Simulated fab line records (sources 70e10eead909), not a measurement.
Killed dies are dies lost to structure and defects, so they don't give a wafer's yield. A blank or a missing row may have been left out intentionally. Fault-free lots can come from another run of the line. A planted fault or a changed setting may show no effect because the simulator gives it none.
Which tool was responsible?    flow nand harc    Sampling: 21 lots, 63 wafers, 6 of 1302 route steps

== WHAT THE GAUGES READ, wafer by wafer ==
The record lacks any reading of a measuring or inspecting step that a usual standard deviation could be used to judge.

== WHAT TOOL EACH LOT RAN ON (gives the tool, then ch and the chambers of the sampled wafers, and finally the start) ==
lot   NHARC_A_CHANNEL_HOLE_D2_ETCH_44     NHARC_A_STAIRCASE_DESCUM_11         NHARC_A_STAIRCASE_TRIM_18                      NHARC_A_STAIRCASE_ETCH_201                     NHARC_A_STAIRCASE_ETCH_203                     NHARC_A_STAIRCASE_TRIM_220
L074  rie diel-07 ch 0,1,2, day 13 00:03  rie diel-12 ch 0,2,3, day 15 05:51  rie diel-12 ch 0,1, day 15 16:41 or earlier    rie diel-12 ch 0,2,3, day 15 16:41 or earlier  rie diel-12 ch 2,3, day 15 16:41 or earlier    rie diel-12 ch 1,2, day 15 16:41
L075  rie diel-03 ch 0,3, day 13 14:55    rie diel-12 ch 0,1,2, day 15 19:34  rie diel-12 ch 0,2,3, day 16 03:34 or earlier  rie diel-12 ch 0,3, day 16 03:34 or earlier    rie diel-12 ch 0,2, day 16 03:34 or earlier    rie diel-01 ch 1,2,3, day 16 03:34
L076  rie diel-09 ch 0,3, day 13 20:55    rie diel-12 ch 2,3, day 16 03:27    rie diel-12 ch 1,2, day 16 12:29 or earlier    rie diel-04 ch 2,3, day 16 12:29 or earlier    rie diel-04 ch 0,1, day 16 12:29 or earlier    rie diel-04 ch 0,3, day 16 12:29
L077  rie diel-03 ch 0,2,3, day 14 16:01  rie diel-12 ch 0,1,2, day 17 07:03  rie diel-12 ch 0,3, day 17 14:34 or earlier    rie diel-12 ch 1,2, day 17 14:34 or earlier    rie diel-12 ch 1,2,3, day 17 14:34 or earlier  rie diel-04 ch 1,2,3, day 17 14:34
L078  rie diel-09 ch 1,2, day 15 01:41    rie diel-04 ch 1,2,3, day 17 12:30  rie diel-04 ch 0,1, day 17 22:02 or earlier    rie diel-01 ch 1,3, day 17 22:02 or earlier    rie diel-01 ch 0,2,3, day 17 22:02 or earlier  rie diel-12 ch 0,2,3, day 17 22:02
L080  rie diel-07 ch 0,2, day 15 14:23    rie diel-12 ch 1,2,3, day 17 20:08  rie diel-12 ch 1,2,3, day 18 04:18 or earlier  rie diel-01 ch 1,2, day 18 04:18 or earlier    rie diel-01 ch 1,2,3, day 18 04:18 or earlier  rie diel-12 ch 0,1,2, day 18 04:18
L081  rie diel-07 ch 1,2, day 16 04:31    rie diel-04 ch 1,2,3, day 18 09:43  rie diel-04 ch 0,2,3, day 18 18:25 or earlier  rie diel-12 ch 0,1,3, day 18 18:25 or earlier  rie diel-12 ch 1,2,3, day 18 18:25 or earlier  rie diel-01 ch 0,2,3, day 18 18:25
L083  rie diel-03 ch 1,2,3, day 17 13:51  rie diel-04 ch 1,2, day 19 19:05    rie diel-04 ch 0,2, day 20 02:16 or earlier    rie diel-01 ch 0,1,3, day 20 02:16 or earlier  rie diel-01 ch 1,2,3, day 20 02:16 or earlier  rie diel-01 ch 0,2,3, day 20 02:16
L082  rie diel-09 ch 1,2, day 17 14:44    rie diel-01 ch 0,2, day 19 19:39    rie diel-01 ch 1,2, day 20 03:13 or earlier    rie diel-04 ch 0,1, day 20 03:13 or earlier    rie diel-04 ch 0,1, day 20 03:13 or earlier    rie diel-12 ch 0,2, day 20 03:13
L085  rie diel-03 ch 2,3, day 18 03:33    rie diel-12 ch 0,1, day 20 08:09    rie diel-12 ch 0,1,3, day 20 17:02 or earlier  rie diel-12 ch 0,2, day 20 17:02 or earlier    rie diel-12 ch 0,1,2, day 20 17:02 or earlier  rie diel-01 ch 1,3, day 20 17:02
L084  rie diel-07 ch 1,3, day 18 03:41    rie diel-01 ch 1,3, day 20 08:19    rie diel-01 ch 1,3, day 20 18:02 or earlier    rie diel-04 ch 0,2, day 20 18:02 or earlier    rie diel-04 ch 0,2, day 20 18:02 or earlier    rie diel-01 ch 0,2,3, day 20 18:02
L086  rie diel-03 ch 0,1,2, day 18 07:43  rie diel-04 ch 1,3, day 20 12:09    rie diel-04 ch 0,3, day 21 00:12 or earlier    rie diel-12 ch 1,3, day 21 00:12 or earlier    rie diel-12 ch 0,1,3, day 21 00:12 or earlier  rie diel-04 ch 0,1,2, day 21 00:12
L087  rie diel-03 ch 0,2, day 18 23:11    rie diel-12 ch 0,1,2, day 21 03:11  rie diel-12 ch 1,2,3, day 21 10:49 or earlier  rie diel-01 ch 0,2,3, day 21 10:49 or earlier  rie diel-01 ch 0,1, day 21 10:49 or earlier    rie diel-04 ch 0,1,2, day 21 10:49
L090  rie diel-07 ch 0,1,3, day 20 02:58  rie diel-01 ch 1,2, day 22 05:30    rie diel-01 ch 0,3, day 22 13:51 or earlier    rie diel-12 ch 1,2,3, day 22 13:51 or earlier  rie diel-12 ch 0,3, day 22 13:51 or earlier    rie diel-04 ch 0,2,3, day 22 13:51
L088  rie diel-07 ch 0,1,2, day 20 04:58  rie diel-12 ch 0,2, day 22 08:54    rie diel-12 ch 0,1,3, day 22 17:34 or earlier  rie diel-12 ch 0,1,3, day 22 17:34 or earlier  rie diel-12 ch 2,3, day 22 17:34 or earlier    rie diel-04 ch 0,3, day 22 17:34
L091  rie diel-09 ch 0,2,3, day 20 15:07  rie diel-04 ch 0,2,3, day 22 19:44  rie diel-04 ch 1,2,3, day 23 03:53 or earlier  rie diel-01 ch 0,3, day 23 03:53 or earlier    rie diel-01 ch 0,1, day 23 03:53 or earlier    rie diel-01 ch 1,2,3, day 23 03:53
L092  rie diel-09 ch 0,1,3, day 20 17:03  rie diel-01 ch 0,1,3, day 22 18:59  rie diel-01 ch 0,1,3, day 23 03:29 or earlier  rie diel-04 ch 1,2, day 23 03:29 or earlier    rie diel-04 ch 0,2,3, day 23 03:29 or earlier  rie diel-12 ch 0,1,2, day 23 03:29
L093  rie diel-09 ch 0,3, day 20 23:25    rie diel-04 ch 0,2, day 23 03:48    rie diel-04 ch 2,3, day 23 11:55 or earlier    rie diel-01 ch 0,2, day 23 11:55 or earlier    rie diel-01 ch 1,2,3, day 23 11:55 or earlier  rie diel-12 ch 1,2, day 23 11:55
L095  rie diel-09 ch 0,2,3, day 22 15:31  rie diel-01 ch 1,3, day 24 19:11    rie diel-01 ch 1,2, day 25 02:38 or earlier    rie diel-12 ch 1,2,3, day 25 02:38 or earlier  rie diel-12 ch 0,1,2, day 25 02:38 or earlier  rie diel-04 ch 0,3, day 25 02:38
L097  rie diel-03 ch 0,2,3, day 23 01:05  rie diel-12 ch 0,1,2, day 25 05:01  rie diel-12 ch 0,1,2, day 25 14:13 or earlier  rie diel-01 ch 0,2,3, day 25 14:13 or earlier  rie diel-01 ch 0,2,3, day 25 14:13 or earlier  rie diel-12 ch 1,2, day 25 14:13
L096  rie diel-09 ch 0,1,2, day 23 01:27  rie diel-01 ch 2,3, day 25 04:35    rie diel-01 ch 1,2,3, day 25 11:58 or earlier  rie diel-12 ch 0,1,3, day 25 11:58 or earlier  rie diel-12 ch 0,1, day 25 11:58 or earlier    rie diel-01 ch 0,2,3, day 25 11:58
- NHARC_A_CHANNEL_HOLE_D2_ETCH_44: etches the open film in CF4/O2, target depth 140 nm, overetch 14 nm, time 77 s.
- NHARC_A_STAIRCASE_DESCUM_11: chemistry O2, time 3 s.
- NHARC_A_STAIRCASE_TRIM_18: chemistry O2, time 211.2 s.
- NHARC_A_STAIRCASE_ETCH_201: etches the open film in C4F8/O2, target depth 100 nm, time 40.5 s.
- NHARC_A_STAIRCASE_ETCH_203: etches the open film in C4F8/O2, target depth 100 nm, time 40.5 s.
- NHARC_A_STAIRCASE_TRIM_220: chemistry O2, time 211.2 s.

== AS READ BY THE TOOLS THEMSELVES (means over the sampled wafers that have a number; for cases with no such wafer, the mark the record gives instead) ==
NHARC_A_CHANNEL_HOLE_D2_ETCH_44. Usual: value, then standard deviation, for each; drypump motor current A 5.9 A / 0.44; mfc ar sccm 0.006 sccm / 0.012; oes_o_777_au 1.000 a.u. / 0.0043; oes product au 0.997 a.u. / 0.01; rf vpp V 198.0 V / 1.3; showerhead plenum p Torr 1.34 Torr / 0.048; throttle valve pct 13.397 % / 0.0097.
lot   tool         drypump motor current A (A)  mfc ar sccm (sccm)  oes_o_777_au (a.u.)  oes product au (a.u.)  rf vpp V (V)  showerhead plenum p Torr (Torr)  throttle valve pct (%)  flag
L074  rie diel-07  6.0                          0.004               0.999                0.998                  198.8         1.37                             13.398                  
L075  rie diel-03  5.7                          0.005               1.001                0.991                  197.6         1.32                             13.384                  
L076  rie diel-09  5.8                          0.013               0.999                0.996                  197.8         1.35                             13.408                  
L077  rie diel-03  5.9                          0.004               0.996                0.993                  196.6         1.30                             13.396                  
L078  rie diel-09  5.6                          0.000               0.997                1.011                  197.0         1.33                             13.402                  
L080  rie diel-07  6.1                          0.000               0.998                0.987                  199.7         1.41                             13.404                  
L081  rie diel-07  5.4                          0.004               1.000                0.996                  198.6         1.38                             13.399                  
L083  rie diel-03  5.8                          0.004               1.002                0.992                  197.5         1.30                             13.392                  
L082  rie diel-09  5.6                          0.000               1.002                1.006                  197.9         1.33                             13.394                  
L085  rie diel-03  5.9                          0.007               0.998                0.997                  197.8         1.32                             13.399                  
L084  rie diel-07  5.7                          0.004               0.995                0.992                  197.7         1.34                             13.403                  
L086  rie diel-03  5.9                          0.002               1.001                0.986                  196.4         1.28                             13.393                  
L087  rie diel-03  5.9                          0.002               0.997                0.996                  196.7         1.28                             13.392                  
L090  rie diel-07  6.1                          0.004               1.000                0.988                  197.8         1.35                             13.397                  
L088  rie diel-07  5.9                          0.004               0.999                0.994                  198.9         1.37                             13.395                  
L091  rie diel-09  5.9                          0.013               1.002                1.006                  199.1         1.36                             13.394                  
L092  rie diel-09  5.7                          0.013               0.998                1.001                  198.0         1.34                             13.395                  
L093  rie diel-09  5.9                          0.013               1.002                1.000                  198.2         1.35                             13.407                  
L095  rie diel-09  5.9                          0.013               0.998                1.001                  198.7         1.36                             13.387                  
L097  rie diel-03  5.9                          0.004               1.001                0.998                  197.2         1.30                             13.399                  
L096  rie diel-09  5.8                          0.013               1.001                1.007                  198.7         1.36                             13.403                  

NHARC_A_STAIRCASE_DESCUM_11. Usual: drypump motor current A 5.7 A, standard deviation 0.39; mfc ar sccm 0.002 sccm, standard deviation 0.0034; oes product au 1.003 a.u., standard deviation 0.011; rf vpp V 58.0 V, standard deviation 0.99; showerhead plenum p Torr 1.95 Torr, standard deviation 0.092; throttle valve pct 11.311 %, standard deviation 0.0077.
lot   tool         drypump motor current A (A)  mfc ar sccm (sccm)  oes product au (a.u.)  rf vpp V (V)  showerhead plenum p Torr (Torr)  throttle valve pct (%)  flag
L074  rie diel-12  5.8                          0.003               1.000                  57.7          1.97                             11.317                  
L075  rie diel-12  5.8                          0.002               1.008                  58.2          1.99                             11.308                  
L076  rie diel-12  5.5                          0.006               0.996                  57.5          1.93                             11.307                  
L077  rie diel-12  5.8                          0.002               1.014                  57.5          1.99                             11.308                  
L078  rie diel-04  5.4                          0.000               1.000                  57.4          1.91                             11.313                  
L080  rie diel-12  5.6                          0.005               1.001                  58.8          1.95                             11.307                  
L081  rie diel-04  5.4                          0.000               1.004                  57.8          1.91                             11.312                  
L083  rie diel-04  5.5                          0.000               1.011                  58.0          1.94                             11.310                  
L082  rie diel-01  5.8                          0.003               0.990                  58.0          1.91                             11.311                  
L085  rie diel-12  6.1                          0.002               0.993                  58.6          2.05                             11.310                  
L084  rie diel-01  5.6                          0.000               1.015                  58.8          1.93                             11.312                  
L086  rie diel-04  5.6                          0.000               1.022                  56.1          1.81                             11.318                  
L087  rie diel-12  5.8                          0.002               0.993                  58.1          1.98                             11.315                  
L090  rie diel-01  5.8                          0.003               1.000                  58.4          1.92                             11.312                  
L088  rie diel-12  6.0                          0.000               0.995                  58.4          1.99                             11.312                  
L091  rie diel-04  5.8                          0.000               1.002                  57.8          1.96                             11.313                  
L092  rie diel-01  5.7                          0.000               1.018                  57.8          1.90                             11.319                  
L093  rie diel-04  6.2                          0.000               1.013                  58.6          2.05                             11.303                  
L095  rie diel-01  5.6                          0.000               0.998                  57.2          1.92                             11.307                  
L097  rie diel-12  5.8                          0.002               1.001                  58.8          1.97                             11.317                  
L096  rie diel-01  5.9                          0.003               1.000                  57.8          1.85                             11.311                  

NHARC_A_STAIRCASE_TRIM_18. Usual: drypump motor current A 5.7 A, standard deviation 0.39; mfc ar sccm 0.002 sccm, standard deviation 0.0033; oes product au 1.005 a.u., standard deviation 0.01; rf vpp V 57.9 V, standard deviation 0.94; showerhead plenum p Torr 3.58 Torr, standard deviation 0.16; throttle valve pct 17.036 %, standard deviation 0.0097.
lot   tool         drypump motor current A (A)  mfc ar sccm (sccm)  oes product au (a.u.)  rf vpp V (V)  showerhead plenum p Torr (Torr)  throttle valve pct (%)  flag
L074  rie diel-12  6.1                          0.002               1.016                  58.7          3.78                             17.020                  
L075  rie diel-12  5.8                          0.003               1.001                  58.3          3.62                             17.037                  
L076  rie diel-12  5.6                          0.004               1.005                  57.7          3.64                             17.044                  
L077  rie diel-12  6.1                          0.003               1.005                  59.1          3.73                             17.037                  
L078  rie diel-04  6.1                          0.000               1.017                  57.6          3.59                             17.027                  
L080  rie diel-12  5.6                          0.005               1.006                  58.9          3.59                             17.032                  
L081  rie diel-04  5.8                          0.000               1.006                  57.3          3.62                             17.036                  
L083  rie diel-04  5.6                          0.000               1.009                  58.1          3.77                             17.038                  
L082  rie diel-01  5.8                          0.003               1.000                  57.3          3.55                             17.031                  
L085  rie diel-12  5.9                          0.005               1.006                  58.4          3.69                             17.031                  
L084  rie diel-01  5.7                          0.000               1.011                  57.9          3.45                             17.033                  
L086  rie diel-04  5.9                          0.000               1.011                  57.7          3.45                             17.035                  
L087  rie diel-12  5.6                          0.005               1.002                  58.9          3.58                             17.035                  
L090  rie diel-01  5.8                          0.000               1.013                  56.8          3.40                             17.039                  
L088  rie diel-12  5.9                          0.005               0.992                  57.9          3.69                             17.035                  
L091  rie diel-04  5.5                          0.000               1.020                  57.4          3.50                             17.037                  
L092  rie diel-01  5.7                          0.000               1.009                  57.8          3.51                             17.025                  
L093  rie diel-04  5.2                          0.000               1.007                  57.8          3.59                             17.036                  
L095  rie diel-01  5.8                          0.003               0.996                  57.8          3.53                             17.043                  
L097  rie diel-12  5.8                          0.002               0.996                  57.4          3.63                             17.037                  
L096  rie diel-01  5.8                          0.002               1.000                  57.4          3.47                             17.033                  

NHARC_A_STAIRCASE_ETCH_201. Usual: oes product au 0.946 a.u., standard deviation 0.012; rf vpp V 899 V, standard deviation 5.5.
lot   tool         oes product au (a.u.)  rf vpp V (V)  flag
L074  rie diel-12  0.959                  900           
L075  rie diel-12  0.932                  901           
L076  rie diel-04  0.944                  893           
L077  rie diel-12  0.952                  900           
L078  rie diel-01  0.955                  898           
L080  rie diel-01  0.949                  899           
L081  rie diel-12  0.942                  902           
L083  rie diel-01  0.957                  896           
L082  rie diel-04  0.951                  902           
L085  rie diel-12  0.943                  901           
L084  rie diel-04  0.940                  905           
L086  rie diel-12  0.932                  899           
L087  rie diel-01  0.951                  893           
L090  rie diel-12  0.923                  898           
L088  rie diel-12  0.947                  901           
L091  rie diel-01  0.957                  892           
L092  rie diel-04  0.943                  900           
L093  rie diel-01  0.940                  894           
L095  rie diel-12  0.950                  898           
L097  rie diel-01  0.942                  893           
L096  rie diel-12  0.947                  902           

NHARC_A_STAIRCASE_ETCH_203. Usual: oes product au 0.946 a.u., standard deviation 0.011; rf vpp V 898 V, standard deviation 5.5.
lot   tool         oes product au (a.u.)  rf vpp V (V)  flag
L074  rie diel-12  0.941                  896           
L075  rie diel-12  0.937                  898           
L076  rie diel-04  0.957                  899           
L077  rie diel-12  0.948                  898           
L078  rie diel-01  0.947                  894           
L080  rie diel-01  0.948                  896           
L081  rie diel-12  0.930                  899           
L083  rie diel-01  0.953                  895           
L082  rie diel-04  0.951                  901           
L085  rie diel-12  0.950                  900           
L084  rie diel-04  0.946                  904           
L086  rie diel-12  0.943                  902           
L087  rie diel-01  0.953                  899           
L090  rie diel-12  0.935                  903           
L088  rie diel-12  0.936                  895           
L091  rie diel-01  0.956                  898           
L092  rie diel-04  0.944                  898           
L093  rie diel-01  0.944                  894           
L095  rie diel-12  0.948                  900           
L097  rie diel-01  0.949                  894           
L096  rie diel-12  0.942                  903           

NHARC_A_STAIRCASE_TRIM_220. Usual: drypump motor current A 5.8 A, standard deviation 0.39; mfc ar sccm 0.0017 sccm, standard deviation 0.0029; oes product au 1.004 a.u., standard deviation 0.0098; rf vpp V 57.8 V, standard deviation 0.97; showerhead plenum p Torr 3.57 Torr, standard deviation 0.17; throttle valve pct 17.036 %, standard deviation 0.0092.
lot   tool         drypump motor current A (A)  mfc ar sccm (sccm)  oes product au (a.u.)  rf vpp V (V)  showerhead plenum p Torr (Torr)  throttle valve pct (%)  flag
L074  rie diel-12  5.5                          0.0026              1.008                  58.1          3.56                             17.043                  
L075  rie diel-01  5.7                          0.0017              1.008                  57.3          3.51                             17.041                  
L076  rie diel-04  5.9                          0.0000              1.000                  57.1          3.47                             17.034                  
L077  rie diel-04  5.5                          0.0000              1.002                  57.5          3.52                             17.037                  
L078  rie diel-12  5.7                          0.0033              0.998                  57.4          3.62                             17.032                  
L080  rie diel-12  5.8                          0.0023              1.009                  58.1          3.65                             17.037                  
L081  rie diel-01  5.8                          0.0017              1.000                  57.5          3.47                             17.036                  
L083  rie diel-01  5.8                          0.0017              0.998                  57.3          3.47                             17.039                  
L082  rie diel-12  6.0                          0.0003              0.993                  58.2          3.67                             17.035                  
L085  rie diel-01  5.7                          0.0000              1.008                  57.6          3.44                             17.023                  
L084  rie diel-01  5.8                          0.0017              1.003                  58.0          3.46                             17.035                  
L086  rie diel-04  5.9                          0.0000              1.013                  57.5          3.67                             17.040                  
L087  rie diel-04  5.9                          0.0000              1.005                  58.7          3.67                             17.033                  
L090  rie diel-04  5.8                          0.0000              1.001                  57.5          3.60                             17.033                  
L088  rie diel-04  5.9                          0.0000              1.007                  56.7          3.45                             17.036                  
L091  rie diel-01  5.8                          0.0017              1.008                  57.0          3.48                             17.028                  
L092  rie diel-12  5.8                          0.0023              0.999                  58.2          3.64                             17.035                  
L093  rie diel-12  5.6                          0.0043              0.988                  58.2          3.61                             17.033                  
L095  rie diel-04  6.3                          0.0000              1.012                  58.2          3.78                             17.027                  
L097  rie diel-12  5.6                          0.0043              1.004                  58.0          3.60                             17.038                  
L096  rie diel-01  5.8                          0.0017              0.998                  58.5          3.44                             17.038                  

== THE ANSWER, worked out from the rows above alone ==
Rule: a lot is off if the mean of its wafers that have a number lies more than 3 standard deviations from the usual mean. A lot without any number at a reading at which 4 lots or more have one is off too. Any other lot the step has rows for is counted as sound. First the gauges in route order, then the tools' own readings, where a lot's mean is used as printed above. At the first step where some lot is off, the reading lying furthest off is the one used; lots without a number count as furthest.
Across all readings shown, no lot is off: no conclusion can be drawn from this.

== WHAT THE SIMULATOR HAD INSERTED ==
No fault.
